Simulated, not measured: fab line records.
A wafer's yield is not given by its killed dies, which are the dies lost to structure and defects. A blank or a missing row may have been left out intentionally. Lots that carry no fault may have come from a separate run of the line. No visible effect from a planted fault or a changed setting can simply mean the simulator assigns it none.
Matching of chambers / flow n5_finfet / N5_HKMG_FIN_ETCH_55 on rie_diel-03 has 4 sister chambers
The step etches SOC in N2/H2, target depth 240 nm, time 300 s. 4 wafers are shown with their chamber, then 12 later ones without.

WAFERS, EACH WITH ITS CHAMBER
wafer=L091.6; chamber=2; drypump_motor_current_A (A)=5.5
wafer=L093.1; chamber=1; drypump_motor_current_A (A)=6.4
wafer=L093.2; chamber=0; drypump_motor_current_A (A)=5.1
wafer=L093.3; chamber=3; drypump_motor_current_A (A)=6.0

WAFERS WITH NO CHAMBER GIVEN
wafer=L093.4; drypump_motor_current_A (A)=5.5
wafer=L093.5; drypump_motor_current_A (A)=5.9
wafer=L093.6; drypump_motor_current_A (A)=5.5
wafer=L095.2; drypump_motor_current_A (A)=5.9
wafer=L095.3; drypump_motor_current_A (A)=6.3
wafer=L095.6; drypump_motor_current_A (A)=5.0
wafer=L097.1; drypump_motor_current_A (A)=6.3
wafer=L097.2; drypump_motor_current_A (A)=5.5
wafer=L097.3; drypump_motor_current_A (A)=5.9
wafer=L097.4; drypump_motor_current_A (A)=5.1
wafer=L097.5; drypump_motor_current_A (A)=5.1
wafer=L097.6; drypump_motor_current_A (A)=6.3

EACH ONE'S CHAMBER
wafer=L093.4; from the rows above=2; in truth=2
wafer=L093.5; from the rows above=3; in truth=3
wafer=L093.6; from the rows above=2; in truth=2
wafer=L095.2; from the rows above=3; in truth=3
wafer=L095.3; from the rows above=1; in truth=1
wafer=L095.6; from the rows above=0; in truth=0
wafer=L097.1; from the rows above=1; in truth=1
wafer=L097.2; from the rows above=2; in truth=2
wafer=L097.3; from the rows above=3; in truth=3
wafer=L097.4; from the rows above=0; in truth=0
wafer=L097.5; from the rows above=0; in truth=0
wafer=L097.6; from the rows above=1; in truth=1
Placed correctly: 12 of 12. From these rows, 0 cannot be placed. Placed wrongly: 0.
How it was worked out, from the rows above alone: a wafer's distance from a chamber is the root of the sum, over the readings, of the square of ((its reading less the chamber's mean) divided by the reading's scatter). If the next closest chamber is less than 2 further off than the closest, the wafer can't be placed; otherwise it belongs to the closest. For every chamber, the mean is computed from those of its wafers that are shown. The scatter: root of mean squared gap, hidden wafer to nearest shown wafer, with one shown wafer a chamber.
